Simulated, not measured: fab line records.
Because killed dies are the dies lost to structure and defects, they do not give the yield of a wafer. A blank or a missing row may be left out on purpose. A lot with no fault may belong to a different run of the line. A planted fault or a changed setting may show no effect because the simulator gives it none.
Which of the tools did it?	flow nandHarc	33 wafers from 11 lots sampled at 4 of the route's 1302 steps

WHAT EACH GAUGE READ, for each wafer
NHARC_P_M2_THK_MEAS_24: measures by xrf.
lot	measured	on	thkNm (nm)
L985	day 10 11:35	filmMetro-01	136.9 144.7 137.1
L990	day 12 04:23	filmMetro-02	143.9 144.9 145.2
L992	day 12 14:55	filmMetro-02	146.0 146.4 145.5
L991	day 12 17:35	filmMetro-02	147.0 146.5 146.7
L993	day 13 04:37	filmMetro-02	144.1 144.0 144.1
L994	day 13 13:21	filmMetro-02	142.8 144.0 143.6
L996	day 14 05:13	filmMetro-02	142.3 144.3 144.6
L997	day 15 01:37	filmMetro-01	141.9 144.6 143.8
L998	day 15 12:04	filmMetro-02	142.6 144.6 146.3
L100	day 16 02:44	filmMetro-01	143.9 145.7 143.1
L999	day 16 04:28	filmMetro-02	143.2 144.4 143.0

EACH LOT AND THE TOOL THAT RAN IT (in order: tool; ch and the chambers of the sampled wafers; start)
lot	NHARC_P_M2_DESCUM_14	NHARC_P_M2_ANNEAL_31	NHARC_P_M2_CMP_23
L985	rieDiel-12 ch 0,2,3, day 10 09:10	rtpAnneal-02 ch 0, day 10 10:58	cmp-01 ch 1,2,3, day 10 11:17
L990	rieDiel-12 ch 0,1, day 12 01:53	rtpAnneal-02 ch 0, day 12 03:43	cmp-03 ch 0,2,3, day 12 04:07
L992	rieDiel-09 ch 0,2,3, day 12 12:31	rtpAnneal-02 ch 0, day 12 14:16	cmp-01 ch 0,2,3, day 12 14:38
L991	rieDiel-09 ch 0,2,3, day 12 15:08	rtpAnneal-01 ch 0, day 12 16:56	cmp-01 ch 0,1,3, day 12 17:17
L993	rieDiel-09 ch 0,1,2, day 13 02:13	rtpAnneal-02 ch 0, day 13 03:58	cmp-01 ch 1,2, day 13 04:19
L994	rieDiel-09 ch 0,2, day 13 10:47	rtpAnneal-02 ch 0, day 13 12:36	cmp-01 ch 0,2,3, day 13 13:04
L996	rieDiel-09 ch 0,1,3, day 14 02:49	rtpAnneal-02 ch 0, day 14 04:34	cmp-01 ch 0,1, day 14 04:56
L997	rieDiel-12 ch 2,3, day 14 23:12	rtpAnneal-02 ch 0, day 15 00:57	cmp-01 ch 2,3, day 15 01:19
L998	rieDiel-09 ch 1,2,3, day 15 09:39	rtpAnneal-01 ch 0, day 15 11:25	cmp-01 ch 0,2,3, day 15 11:46
L100	rieDiel-12 ch 2,3, day 16 00:20	rtpAnneal-01 ch 0, day 16 02:08	cmp-03 ch 1,2,3, day 16 02:29
L999	rieDiel-02 ch 0,1, day 16 01:43	rtpAnneal-02 ch 0, day 16 03:35	cmp-01 ch 0,2, day 16 04:08
- NHARC_P_M2_DESCUM_14: chemistry O2, time 3 s.
- NHARC_P_M2_ANNEAL_31: time 90 s.
- NHARC_P_M2_CMP_23: polishes, t overpolish 20 s, target thk 144.3 nm.

THE ANSWER, worked out from the rows above alone
Rule: the usual values come from the lots themselves. Put in order of their means at a reading, lots are off if they are a third of the lots or fewer, leave a main group of 4 or more, and stand apart from it by a gap of 3 or more times the standard deviation of the main group's means; of several such gaps the widest counts. A main group is skipped when, at the precision printed for the reading in the tables above, its means are all equal. Also off: a lot with no number at a reading for which 4 or more lots have one. Where the step has rows for the other lots, those lots are counted as sound.
Off: L985, at NHARC_P_M2_THK_MEAS_24 (thkNm). The main group has a mean of 144.4 nm with a standard deviation of 1.1.
A tool fits if, at a process step before that reading, it ran every lot that is off, and no sound lot after the first of them. Gauges at NHARC_P_M2_THK_MEAS_24: tried the same way as those tools. No candidate that was tried fits.

WHAT THE SIMULATOR HAD PUT IN
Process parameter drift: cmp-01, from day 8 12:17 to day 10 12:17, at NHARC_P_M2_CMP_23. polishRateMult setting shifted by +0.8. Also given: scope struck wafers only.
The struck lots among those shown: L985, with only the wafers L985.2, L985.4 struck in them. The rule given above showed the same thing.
